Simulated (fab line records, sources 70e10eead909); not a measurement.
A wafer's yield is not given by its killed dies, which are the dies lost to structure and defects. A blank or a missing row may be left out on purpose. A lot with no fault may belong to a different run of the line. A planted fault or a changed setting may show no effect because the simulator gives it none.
fab line records + flow nand_harc
record
- lots=6
- wafers=18
- last_day=33
route steps=1302 shown P_CONTACT@246 P_M0@253 END@1302
lots that met no fault: taken from a fault-free run of the same line
start_h: hours from the record's opening day to when the first of the lot's shown wafers began + wait_h: time in hours since the lot's previous step + " as in the row above + L1.1+2: a row that stands for several wafers + - either no value or no given start + * or withheld: withheld + < > ~ a bound
route shown NAME@n: names a module that has steps shown in the file, with the first one's number in the route + usual: mean/standard deviation taken from wafers without a fault + same: alike in all rows + chamber/n: place in a boat + sites: each site's reading + _std_site: the standard deviation of these + _edge_site: the outer-site mean with the inner-site mean subtracted + radius_mm: how far each site lies from the wafer's centre + mask NAME#n: copy n + behind: the last tool/chamber to shape the wafer + hold: what put the lot on hold/how long, in hours/how the hold closed + device: the n, p or np transistor that did not switch + end of line: the route-end tests of the same wafers + for a step that has no rows: nothing shown but its recipe + killed: dies lost to structure and defects at the first sort, not the wafer's yield + map: shows each die of a wafer: x if killed, . if not, _ if none is there
set.NAME: the setting as run; set.NAME@STEP: as run at that earlier step + model.NAME: the simulator's own value behind a step, which no gauge read
certain route steps with their lots: each step a table, each wafer a row
services: the hour from which a tool's chamber was out of use, counted from the record's first day as start_h (under 0 if before that day), plus the number of hours and why
## steps
# step NHARC_P_CONTACT_PVD_32
# recipe
- target_thk_a=50
- chamber_pressure_pa=5
- power_w=5000
- substrate_temp_c=200
- time_s=17.7
- material=Ti
# usual
- cathode_dc_power_W=5000.0/0.9
- throttle_valve_pct=30.2/0.66
| lot.wafer | tool           | chamber | start_h | wait_h | cathode_dc_power_W | throttle_valve_pct |
|-----------|----------------|---------|---------|--------|--------------------|--------------------|
| L565.2    | pvd_sputter-01 | -       | -       | -      | 4999.9             | 30.3               |
| L565.4    | "              | -       | "       | "      | 4999.8             | 31.1               |
| L565.5    | "              | -       | "       | "      | 5000.6             | 30.1               |
| L570.4    | pvd_sputter-03 | -       | -       | -      | 4999.5             | 30.1               |
| L570.2    | "              | -       | "       | "      | 5000.6             | 30.9               |
| L570.3    | "              | -       | "       | "      | 5000.1             | 31.1               |
| L571.2    | pvd_sputter-02 | -       | -       | -      | 5000.8             | 28.7               |
| L571.3    | "              | -       | "       | "      | 5000.5             | 30.4               |
| L571.4    | "              | -       | "       | "      | 5000.1             | 29.8               |
| L572.4    | pvd_sputter-02 | -       | -       | -      | 4998.4             | 30.7               |
| L572.2    | "              | -       | "       | "      | 5002.3             | 29.6               |
| L572.5    | "              | -       | "       | "      | 4999.5             | 30.6               |
| L580.4    | pvd_sputter-02 | -       | -       | -      | 5001.0             | 30.0               |
| L580.1    | "              | -       | "       | "      | 5000.0             | 29.6               |
| L580.6    | "              | -       | "       | "      | 4999.4             | 28.9               |
| L581.4    | pvd_sputter-02 | -       | -       | -      | 4999.7             | 29.3               |
| L581.5    | "              | -       | "       | "      | 5001.4             | 29.6               |
| L581.6    | "              | -       | "       | "      | 5001.3             | 30.1               |
# step NHARC_P_CONTACT_ALD_22
# recipe
- target_thk_a=30
- pulse_time_s=1
- ald_cycles=150
- temp_c=450
- material=TiN
# usual
- heater_power_w=1091/99
- precursor_pulse_height_rel=1.001/0.017
| lot.wafer | tool         | chamber | start_h | wait_h | heater_power_w | precursor_pulse_height_rel |
|-----------|--------------|---------|---------|--------|----------------|----------------------------|
| L565.2    | ald_metal-04 | 0       | 179.47  | -      | 1088           | 1.030                      |
| L565.4    | "            | 1       | "       | "      | 991            | 0.977                      |
| L565.5    | "            | 1       | "       | "      | 969            | 0.989                      |
| L570.3    | ald_metal-04 | 2       | 233.08  | -      | 1138           | 0.982                      |
| L570.2    | "            | 1       | "       | "      | 976            | 0.992                      |
| L570.4    | "            | 1       | "       | "      | 998            | 1.015                      |
| L571.2    | ald_metal-02 | 3       | 238.25  | -      | 1249           | 1.026                      |
| L571.4    | "            | 1       | "       | "      | 1148           | 1.004                      |
| L571.3    | "            | 2       | "       | "      | 937            | 1.017                      |
| L572.2    | ald_metal-04 | 1       | 247.89  | -      | 1003           | 1.002                      |
| L572.4    | "            | 0       | "       | "      | 1113           | 0.984                      |
| L572.5    | "            | 1       | "       | "      | 1008           | 0.974                      |
| L580.1    | ald_metal-04 | 1       | 338.77  | -      | 956            | 1.016                      |
| L580.4    | "            | 2       | "       | "      | 1083           | 0.993                      |
| L580.6    | "            | 1       | "       | "      | 958            | 1.000                      |
| L581.4    | ald_metal-02 | 1       | 341.67  | -      | 1113           | 0.997                      |
| L581.5    | "            | 2       | "       | "      | 973            | 0.977                      |
| L581.6    | "            | 3       | "       | "      | 1230           | 1.033                      |
# step NHARC_P_CONTACT_CVD_23
# recipe
- target_thk_a=2000
- temp_c=300
- pressure_torr=40
- wf6_flow_sccm=40
- h2_flow_sccm=1600
- ar_flow_sccm=1560
- time_s=557
- material=W
# usual
- heater_power_w=488/27
- throttle_valve_pct=7.87/0.28
| lot.wafer | tool     | chamber | start_h | wait_h | heater_power_w | throttle_valve_pct |
|-----------|----------|---------|---------|--------|----------------|--------------------|
| L565.2    | cvd_w-02 | 0       | -       | -      | 455            | 7.62               |
| L565.4    | "        | 0       | "       | "      | 456            | 7.78               |
| L565.5    | "        | 1       | "       | "      | 491            | 7.75               |
| L570.2    | cvd_w-01 | 0       | -       | -      | 526            | 7.82               |
| L570.3    | "        | 0       | "       | "      | 522            | 7.61               |
| L570.4    | "        | 1       | "       | "      | 532            | 8.30               |
| L571.2    | cvd_w-02 | 1       | -       | -      | 490            | 7.85               |
| L571.3    | "        | 1       | "       | "      | 465            | 8.09               |
| L571.4    | "        | 0       | "       | "      | 467            | 7.65               |
| L572.2    | cvd_w-02 | 0       | -       | -      | 468            | 7.49               |
| L572.4    | "        | 1       | "       | "      | 472            | 7.74               |
| L572.5    | "        | 0       | "       | "      | 464            | 7.72               |
| L580.1    | cvd_w-02 | 0       | -       | -      | 491            | 7.89               |
| L580.4    | "        | 1       | "       | "      | 472            | 7.85               |
| L580.6    | "        | 0       | "       | "      | 499            | 7.93               |
| L581.4    | cvd_w-02 | 0       | -       | -      | 481            | 7.81               |
| L581.6    | "        | 1       | "       | "      | 472            | 7.62               |
| L581.5    | "        | 0       | "       | "      | 481            | 7.87               |
# step NHARC_P_CONTACT_CMP_24
# recipe
- t_overpolish_s=30
- target_thk_nm=200
# usual
- motor_current_A=11.8/1.1
- overpolish_run_s=30.001/0.0095
- time_to_endpoint_s=39.7/2.7
| lot.wafer | tool   | chamber | start_h | wait_h | motor_current_A | overpolish_run_s | time_to_endpoint_s |
|-----------|--------|---------|---------|--------|-----------------|------------------|--------------------|
| L565.4    | cmp-01 | 1       | 180.35  | 0.3    | 10.7            | 29.982           | 40.5               |
| L565.2    | "      | 2       | "       | "      | 11.7            | 29.999           | 39.2               |
| L565.5    | "      | 0       | "       | "      | 10.8            | 30.005           | 39.0               |
| L570.3    | cmp-04 | 2       | 233.96  | 0.4    | 11.2            | 29.995           | 43.0               |
| L570.2    | "      | 0       | "       | "      | 13.1            | 30.014           | 39.6               |
| L570.4    | "      | 1       | "       | "      | 13.4            | 30.005           | 37.2               |
| L571.2    | cmp-04 | 1       | 239.12  | 0.6    | 13.1            | 29.996           | 39.8               |
| L571.4    | "      | 3       | "       | "      | 11.2            | 29.992           | 38.9               |
| L571.3    | "      | 0       | "       | "      | 12.6            | 29.993           | 41.1               |
| L572.4    | cmp-04 | 3       | 248.78  | 0.3    | 11.6            | 29.990           | 39.6               |
| L572.2    | "      | 0       | "       | "      | 12.8            | 30.002           | 43.8               |
| L572.5    | "      | 3       | "       | "      | 10.7            | 30.000           | 40.2               |
| L580.4    | cmp-04 | 2       | 339.62  | 0.4    | 11.7            | 30.007           | 43.2               |
| L580.1    | "      | 1       | "       | "      | 13.3            | 29.999           | 39.6               |
| L580.6    | "      | 3       | "       | "      | 10.3            | 29.998           | 39.4               |
| L581.4    | cmp-01 | 1       | 342.48  | 0.3    | 10.5            | 30.013           | 35.9               |
| L581.5    | "      | 0       | "       | "      | 10.5            | 30.000           | 39.4               |
| L581.6    | "      | 1       | "       | "      | 10.8            | 30.001           | 36.8               |
# step NHARC_P_CONTACT_SRD_26
# step NHARC_P_CONTACT_INSPECT_27
# usual
- raw_defect_count=304/120
| lot.wafer | tool              | chamber | start_h | wait_h | raw_defect_count |
|-----------|-------------------|---------|---------|--------|------------------|
| L565.2    | defect_inspect-02 | -       | 180.73  | 0.1    | 405              |
| L565.4    | "                 | -       | "       | "      | 399              |
| L565.5    | "                 | -       | "       | "      | 362              |
| L570.2    | defect_inspect-02 | -       | 234.37  | 0.1    | 505              |
| L570.3    | "                 | -       | "       | "      | 156              |
| L570.4    | "                 | -       | "       | "      | 175              |
| L571.2    | defect_inspect-01 | -       | 239.53  | 0.1    | 304              |
| L571.3    | "                 | -       | "       | "      | 240              |
| L571.4    | "                 | -       | "       | "      | 257              |
| L572.2    | defect_inspect-01 | -       | 249.15  | 0.1    | 176              |
| L572.4    | "                 | -       | "       | "      | 218              |
| L572.5    | "                 | -       | "       | "      | 225              |
| L580.1    | defect_inspect-02 | -       | 340.02  | 0.1    | 314              |
| L580.4    | "                 | -       | "       | "      | 379              |
| L580.6    | "                 | -       | "       | "      | 261              |
| L581.4    | defect_inspect-02 | -       | 342.86  | 0.1    | 252              |
| L581.5    | "                 | -       | "       | "      | 423              |
| L581.6    | "                 | -       | "       | "      | 252              |
# step NHARC_P_M0_DEP_00
# recipe
- target_thk_a=1500
- target_thk_nm=150
- temp_c=withheld
- pressure_torr=5
- flow_sccm=200
- rf_w=600
- material=SiOC
# step NHARC_P_M0_DEHYDRATE_01
# recipe
- temp_c=150
- time_s=120
# step NHARC_P_M0_HMDS_02
# recipe
- time_s=30
# step NHARC_P_M0_COAT_33
# recipe
- temp_c=200
- time_s=65
# step NHARC_P_M0_COAT_03
# recipe
- spin_rpm=1500
- resist_thk_nm=90
# step NHARC_P_M0_SOFTBAKE_04
# recipe
- temp_c=105
- time_s=55
# usual
- exhaust_pa=45.1/0.91
- heater_power_total_W=188.46/0.14
| lot.wafer | tool           | chamber | start_h | wait_h | exhaust_pa | heater_power_total_W |
|-----------|----------------|---------|---------|--------|------------|----------------------|
| L565.2    | litho_track-04 | 0       | 181     | -      | 46.3       | 188.56               |
| L565.4    | "              | 0       | "       | "      | 47.0       | 188.46               |
| L565.5    | "              | 0       | "       | "      | 46.6       | 188.27               |
| L570.2    | litho_track-01 | 0       | 234     | -      | 45.2       | 184.39               |
| L570.3    | "              | 0       | "       | "      | 45.6       | 184.44               |
| L570.4    | "              | 0       | "       | "      | 44.8       | 184.31               |
| L571.2    | litho_track-04 | 0       | 240     | -      | 45.7       | 188.59               |
| L571.3    | "              | 0       | "       | "      | 45.3       | 188.56               |
| L571.4    | "              | 0       | "       | "      | 45.0       | 188.44               |
| L572.2    | litho_track-01 | 0       | 249     | -      | 45.6       | 184.40               |
| L572.4    | "              | 0       | "       | "      | 45.1       | 184.75               |
| L572.5    | "              | 0       | "       | "      | 44.7       | 184.59               |
| L580.1    | litho_track-01 | 0       | 340     | -      | 44.8       | 188.83               |
| L580.4    | "              | 0       | "       | "      | 45.6       | 188.77               |
| L580.6    | "              | 0       | "       | "      | 45.3       | 188.31               |
| L581.4    | litho_track-01 | 0       | 343     | -      | 46.0       | 188.68               |
| L581.5    | "              | 0       | "       | "      | 43.8       | 188.43               |
| L581.6    | "              | 0       | "       | "      | 44.8       | 188.32               |
# step NHARC_P_M0_EBR_05
# step NHARC_END_SORT_01
# recipe
- temp_c=25
# usual
- defect_limited_yield=91.4/2.4
- killed_at_array=54/17
- killed_at_other=0.7/1
- killed_at_periphery=3.7/2.9
- killed_dies=58/16
- killed_open=3.2/1.9
- killed_short=2.2/1.5
- sort_bin_2_pct=3.1/1.1
- sort_bin_3_pct=0.6/0.33
- sort_bin_4_pct=4.9/1.4
- sort_n_pass=619/16
- sort_rim_yield_pct=94/3.8
- sort_yield_pct=91.4/2.4
# same
- gross_dies=677
- sort_bin_5_pct[%]=0
- sort_bin_6_pct[%]=0
- sort_bin_7_pct[%]=0
- sort_bin_8_pct[%]=0
- sort_rim_n_gross=106.00
| lot.wafer | tool      | chamber | start_h | wait_h | defect_limited_yield[%] | killed_at_array | killed_at_other | killed_at_periphery | killed_dies | killed_open | killed_short | sort_bin_2_pct[%] | sort_bin_3_pct[%] | sort_bin_4_pct[%] | sort_n_pass | sort_rim_yield_pct[%] | sort_yield_pct[%] |
|-----------|-----------|---------|---------|--------|-------------------------|-----------------|-----------------|---------------------|-------------|-------------|--------------|-------------------|-------------------|-------------------|-------------|-----------------------|-------------------|
| L565.2    | prober-01 | 0       | 631.96  | 2.8    | 94.2                    | 35              | 1               | 3                   | 39          | 4           | 1            | 1.5               | 0.1               | 4.1               | 638         | 92                    | 94.2              |
| L565.4    | prober-01 | 0       | 633.54  | 3.4    | 95.4                    | 30              | 0               | 1                   | 31          | 2           | 2            | 1.6               | 0.1               | 2.8               | 646         | 93                    | 95.4              |
| L565.5    | prober-01 | 0       | 634.33  | 3.7    | 94.8                    | 33              | 1               | 1                   | 35          | 2           | 2            | 3.0               | 0.3               | 1.9               | 642         | 90                    | 94.8              |
| L570.2    | prober-01 | 0       | 672.01  | 2.8    | 91.1                    | 58              | 0               | 2                   | 60          | 3           | 2            | 3.4               | 0.6               | 4.9               | 617         | 97                    | 91.1              |
| L570.3    | prober-01 | 0       | 672.81  | 3.1    | 94.2                    | 37              | 1               | 1                   | 39          | 2           | 1            | 1.6               | 0.1               | 4.0               | 638         | 98                    | 94.2              |
| L570.4    | prober-01 | 0       | 673.60  | 3.4    | 91.7                    | 54              | 1               | 1                   | 56          | 1           | 0            | 3.2               | 0.7               | 4.3               | 621         | 95                    | 91.7              |
| L571.2    | prober-02 | 0       | 672.03  | 2.8    | 96.6                    | 19              | 1               | 3                   | 23          | 3           | 3            | 1.2               | 0                 | 2.2               | 654         | 94                    | 96.6              |
| L571.3    | prober-02 | 0       | 672.83  | 3.1    | 95.1                    | 28              | 3               | 2                   | 33          | 2           | 3            | 1.6               | 0.1               | 3.1               | 644         | 91                    | 95.1              |
| L571.4    | prober-02 | 0       | 673.63  | 3.4    | 95.7                    | 26              | 1               | 2                   | 29          | 3           | 3            | 1.8               | 0.1               | 2.4               | 648         | 98                    | 95.7              |
| L572.2    | prober-01 | 0       | 684.07  | 2.8    | 91.6                    | 45              | 0               | 12                  | 57          | 9           | 5            | 3.2               | 0.3               | 4.9               | 620         | 88                    | 91.6              |
| L572.4    | prober-01 | 0       | 685.67  | 3.4    | 93.8                    | 36              | 0               | 6                   | 42          | 1           | 1            | 2.1               | 0.4               | 3.7               | 635         | 88                    | 93.8              |
| L572.5    | prober-01 | 0       | 686.47  | 3.7    | 94.4                    | 31              | 0               | 7                   | 38          | 4           | 2            | 1.2               | 0.7               | 3.7               | 639         | 93                    | 94.4              |
| L580.1    | prober-01 | 0       | 773.20  | 2.5    | 93.5                    | 38              | 1               | 5                   | 44          | 9           | 2            | 2.1               | 0.1               | 4.3               | 633         | 93                    | 93.5              |
| L580.4    | prober-01 | 0       | 775.60  | 3.4    | 92.2                    | 43              | 3               | 7                   | 53          | 2           | 0            | 3.1               | 0.3               | 4.4               | 624         | 98                    | 92.2              |
| L580.6    | prober-01 | 0       | 777.19  | 4.0    | 93.9                    | 36              | 3               | 2                   | 41          | 1           | 5            | 1.9               | 0.6               | 3.5               | 636         | 93                    | 93.9              |
| L581.4    | prober-02 | 0       | 783.60  | 3.4    | 94.7                    | 33              | 1               | 2                   | 36          | 4           | 2            | 1.8               | 0.4               | 3.1               | 641         | 88                    | 94.7              |
| L581.5    | prober-02 | 0       | 784.40  | 3.7    | 93.2                    | 40              | 3               | 3                   | 46          | 4           | 1            | 2.7               | 0.3               | 3.8               | 631         | 89                    | 93.2              |
| L581.6    | prober-02 | 0       | 785.20  | 4.0    | 90.7                    | 56              | 3               | 4                   | 63          | 5           | 3            | 3.7               | 0.1               | 5.5               | 614         | 92                    | 90.7              |
# killed by level:class
L565.2 A_SLIT:chamber_film_flake=15 A_CHANNEL_HOLE_D1:chamber_film_flake=5 A_CHANNEL_HOLE_D2:chamber_film_flake=4 A_WL_FILL:chamber_film_flake=4 A_CONTACT:chamber_film_flake=3 A_CHANNEL_FILL_D1:geometric_particle:open=2 P_STI:chamber_film_flake=2 A_M0:geometric_particle:short=1
L565.4 A_CHANNEL_HOLE_D2:chamber_film_flake=13 A_SLIT:chamber_film_flake=9 A_WL_FILL:chamber_film_flake=2 A_SOURCE_PLATE:geometric_particle:open=1 A_ONON_D2:geometric_particle:open=1 A_SGD_CUT:geometric_particle:short=1 A_M0:geometric_particle:short=1 P_ZERO_WELL:chamber_film_flake=1
L565.5 A_SLIT:chamber_film_flake=12 A_CONTACT:chamber_film_flake=6 A_CHANNEL_HOLE_D2:chamber_film_flake=5 A_WL_FILL:chamber_film_flake=3 A_CHANNEL_HOLE_D1:chamber_film_flake=2 A_SGD_CUT:chamber_film_flake=2 P_M1:geometric_particle:short=1 A_ONON_D1:geometric_particle:open=1
L570.2 A_CHANNEL_HOLE_D1:chamber_film_flake=40 A_CONTACT:chamber_film_flake=5 A_SLIT:chamber_film_flake=4 A_WL_FILL:geometric_particle:short=2 A_STAIRCASE:chamber_film_flake=2 A_CHANNEL_HOLE_D2:geometric_particle:open=1 A_WL_FILL:geometric_particle:open=1 A_BLC:geometric_particle:open=1
L571.2 A_CHANNEL_HOLE_D1:chamber_film_flake=5 A_M1:chamber_film_flake=3 P_GATE:chamber_film_flake=2 A_SLIT:chamber_film_flake=2 P_STI:geometric_particle:open=1 A_SOURCE_PLATE:geometric_particle:short=1 A_ONON_D2:geometric_particle:short=1 A_WL_FILL:geometric_particle:open=1
L570.3 A_CHANNEL_HOLE_D1:chamber_film_flake=23 A_CHANNEL_FILL_D1:chamber_film_flake=4 A_SLIT:chamber_film_flake=3 A_CHANNEL_FILL_D1:geometric_particle:open=1 A_WL_FILL:geometric_particle:short=1 A_M1:geometric_particle:open=1 P_GATE:chamber_film_flake=1 A_CHANNEL_FILL_D2:chamber_film_flake=1
L571.3 A_M1:chamber_film_flake=5 A_SLIT:chamber_film_flake=5 A_CHANNEL_HOLE_D1:chamber_film_flake=3 A_STAIRCASE:chamber_film_flake=3 A_WL_FILL:chamber_film_flake=3 THIN_TSV:chamber_film_flake=3 A_SOURCE_PLATE:geometric_particle:short=2 P_GATE:chamber_film_flake=2
L570.4 A_CHANNEL_HOLE_D1:chamber_film_flake=37 A_STAIRCASE:chamber_film_flake=4 A_CONTACT:chamber_film_flake=4 A_SLIT:chamber_film_flake=3 A_ZERO_WELL:chamber_film_flake=3 A_M1:chamber_film_flake=2 A_CONTACT:geometric_particle:open=1 P_GATE:chamber_film_flake=1
L571.4 A_CHANNEL_HOLE_D1:chamber_film_flake=8 A_CHANNEL_FILL_D2:chamber_film_flake=3 A_CHANNEL_FILL_D1:geometric_particle:short=2 A_CHANNEL_HOLE_D2:geometric_particle:open=2 A_SLIT:chamber_film_flake=2 A_WL_FILL:chamber_film_flake=2 A_CONTACT:chamber_film_flake=2 A_M1:chamber_film_flake=2
L572.2 A_CHANNEL_HOLE_D2:chamber_film_flake=12 A_STAIRCASE:chamber_film_flake=8 P_M1:chamber_film_flake=6 A_CONTACT:chamber_film_flake=6 P_GATE:chamber_film_flake=3 A_ONON_D2:geometric_particle:open=2 A_WL_FILL:geometric_particle:short=2 A_CHANNEL_HOLE_D1:chamber_film_flake=2
L572.4 A_CHANNEL_HOLE_D2:chamber_film_flake=11 A_STAIRCASE:chamber_film_flake=9 A_CONTACT:chamber_film_flake=7 P_M1:chamber_film_flake=3 A_M1:chamber_film_flake=3 P_GATE:chamber_film_flake=2 A_SLIT:chamber_film_flake=2 A_ONON_D1:geometric_particle:short=1
L572.5 A_CHANNEL_HOLE_D2:chamber_film_flake=11 A_STAIRCASE:chamber_film_flake=7 P_GATE:chamber_film_flake=4 A_M1:chamber_film_flake=3 A_WL_FILL:geometric_particle:short=2 A_WL_FILL:geometric_particle:open=2 P_M1:chamber_film_flake=2 A_CHANNEL_HOLE_D1:chamber_film_flake=2
L580.1 A_CHANNEL_HOLE_D2:chamber_film_flake=12 A_SLIT:chamber_film_flake=8 A_CONTACT:chamber_film_flake=4 A_CHANNEL_HOLE_D2:geometric_particle:open=3 A_CHANNEL_HOLE_D1:chamber_film_flake=3 P_STI:geometric_particle:open=1 P_M0:geometric_particle:open=1 P_M2:geometric_particle:short=1
L580.4 A_CHANNEL_HOLE_D2:chamber_film_flake=27 A_SLIT:chamber_film_flake=7 A_CONTACT:chamber_film_flake=6 P_ZERO_WELL:chamber_film_flake=3 THIN_TSV:chamber_film_flake=3 P_CONTACT:geometric_particle:open=1 P_M0:geometric_particle:open=1 P_STI:chamber_film_flake=1
L580.6 A_CHANNEL_HOLE_D2:chamber_film_flake=14 A_SLIT:chamber_film_flake=8 A_CONTACT:chamber_film_flake=6 A_M0:geometric_particle:short=2 A_CHANNEL_HOLE_D1:unspecified=2 THIN_TSV:chamber_film_flake=2 A_ZERO_WELL:chamber_film_flake=1 A_CHANNEL_FILL_D1:geometric_particle:short=1
L581.4 A_SLIT:chamber_film_flake=12 A_CHANNEL_HOLE_D1:chamber_film_flake=9 A_CONTACT:chamber_film_flake=3 A_ONON_D1:geometric_particle:open=2 P_STI:chamber_film_flake=2 A_CHANNEL_FILL_D1:chamber_film_flake=2 A_SOURCE_PLATE:geometric_particle:open=1 A_SOURCE_PLATE:geometric_particle:short=1
L581.5 A_CHANNEL_HOLE_D1:chamber_film_flake=16 A_SLIT:chamber_film_flake=15 THIN_TSV:chamber_film_flake=3 P_STI:chamber_film_flake=2 A_CONTACT:chamber_film_flake=2 A_CHANNEL_FILL_D1:chamber_film_flake=2 P_GATE:geometric_particle:open=1 A_ONON_D2:geometric_particle:open=1
L581.6 A_SLIT:chamber_film_flake=34 A_CHANNEL_HOLE_D1:chamber_film_flake=9 P_STI:chamber_film_flake=3 A_CHANNEL_FILL_D1:chamber_film_flake=2 A_CONTACT:chamber_film_flake=2 THIN_TSV:chamber_film_flake=2 P_CONTACT:geometric_particle:open=1 A_SOURCE_PLATE:geometric_particle:open=1
## services
| tool           | chamber | start_h | hours | kind   |
|----------------|---------|---------|-------|--------|
| pvd_sputter-03 | -       | 170.00  | 10.0  | pm     |
| cvd_w-01       | -       | 177.89  | 0.5   | repair |
| cvd_w-01       | -       | 185.00  | 13.0  | pm     |
| cmp-01         | -       | 185.61  | 4.0   | pm     |
| cmp-01         | -       | 196.53  | 0.8   | repair |
| litho_track-04 | -       | 203.00  | 7.0   | pm     |
| cmp-04         | -       | 209.00  | 4.0   | pm     |
| pvd_sputter-01 | -       | 226.03  | 10.0  | pm     |
| ald_metal-04   | 3       | 232.69  | 10.6  | repair |
| ald_metal-02   | -       | 254.00  | 10.0  | pm     |
| cvd_w-02       | -       | 269.00  | 13.0  | pm     |
| cmp-04         | -       | 272.81  | 0.2   | repair |
| pvd_sputter-02 | -       | 282.03  | 10.0  | pm     |
| cmp-01         | -       | 283.61  | 4.0   | pm     |
| ald_metal-04   | 2       | 288.16  | 41.4  | repair |
| cvd_w-01       | 1       | 293.31  | 6.6   | repair |
| ald_metal-04   | -       | 296.07  | 10.0  | pm     |
| cmp-01         | -       | 296.14  | 2.2   | repair |
| cmp-04         | -       | 307.00  | 4.0   | pm     |
| cmp-04         | -       | 325.59  | 2.9   | repair |
| ald_metal-04   | 1       | 328.11  | 3.4   | repair |
| litho_track-01 | -       | 330.00  | 7.0   | pm     |
| cmp-04         | -       | 330.01  | 3.0   | repair |
| pvd_sputter-02 | -       | 342.53  | 5.0   | repair |
## key
first_sign
- step=NHARC_P_M0_SOFTBAKE_04
- reading=heater_power_total_W
- direction=down
- sigmas=29
- usual=*
- struck=*
effect none on later readings
met_at NHARC_P_M0_SOFTBAKE_04
struck_wafers L570.2,L570.3,L570.4,L572.2,L572.4,L572.5
fault
- kind=process_parameter_drift
- tool=litho_track-01
- chamber=-
- onset_h=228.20
- steps=NHARC_P_M0_SOFTBAKE_04
- channel=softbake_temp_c
- offset=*
- shape=step
- end_h=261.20
- acts_in=*
- stated=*
